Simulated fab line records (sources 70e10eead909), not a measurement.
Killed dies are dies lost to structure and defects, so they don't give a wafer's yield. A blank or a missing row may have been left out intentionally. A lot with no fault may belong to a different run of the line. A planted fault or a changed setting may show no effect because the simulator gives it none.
Matching of chambers || flow nandHarc || pecvd-01 running NHARC_A_SGD_CUT_DEP_00: 3 sister chambers
The step deposits SiNx, target thk 50 nm. 6 wafers are shown with their chamber, then 7 later ones without.

## EACH WAFER AND ITS CHAMBER
{"wafer": "L741.3", "chamber": 0, "heaterPowerW (W)": 658}
{"wafer": "L742.4", "chamber": 0, "heaterPowerW (W)": 765}
{"wafer": "L746.5", "chamber": 1, "heaterPowerW (W)": 862}
{"wafer": "L746.6", "chamber": 2, "heaterPowerW (W)": 723}
{"wafer": "L748.2", "chamber": 2, "heaterPowerW (W)": 821}
{"wafer": "L748.3", "chamber": 1, "heaterPowerW (W)": 904}

## WAFERS WITHOUT THEIR CHAMBER
{"wafer": "L748.6", "heaterPowerW (W)": 756}
{"wafer": "L752.3", "heaterPowerW (W)": 734}
{"wafer": "L752.5", "heaterPowerW (W)": 728}
{"wafer": "L752.6", "heaterPowerW (W)": 840}
{"wafer": "L753.2", "heaterPowerW (W)": 818}
{"wafer": "L753.5", "heaterPowerW (W)": 838}
{"wafer": "L753.6", "heaterPowerW (W)": 830}

## THE CHAMBER EACH PASSED THROUGH
{"wafer": "L748.6", "from the rows above": "can't be placed: 2 or 0 or 1", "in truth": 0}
{"wafer": "L752.3", "from the rows above": "can't be placed: 0 or 2", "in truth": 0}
{"wafer": "L752.5", "from the rows above": "can't be placed: 0 or 2", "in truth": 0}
{"wafer": "L752.6", "from the rows above": "can't be placed: 1 or 2 or 0", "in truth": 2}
{"wafer": "L753.2", "from the rows above": "can't be placed: 2 or 1 or 0", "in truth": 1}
{"wafer": "L753.5", "from the rows above": "can't be placed: 1 or 2 or 0", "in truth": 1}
{"wafer": "L753.6", "from the rows above": "can't be placed: 1 or 2 or 0", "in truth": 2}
Placed correctly: 0 of 7. Can't be placed from these rows: 7 (the true chamber is among the candidates in 7). 0 placed wrongly.
How it was worked out, from the rows above alone: a wafer's distance from a chamber is the root of the sum, over the readings, of the square of ((its reading less the chamber's mean) divided by the reading's scatter). If the next closest chamber is less than 2 further off than the closest, the wafer can't be placed; otherwise it belongs to the closest. A chamber's mean is the mean of its shown wafers. The scatter: the root of (the sum of the squares of (reading less its chamber's mean) over the shown wafers, divided by (wafers less chambers)).
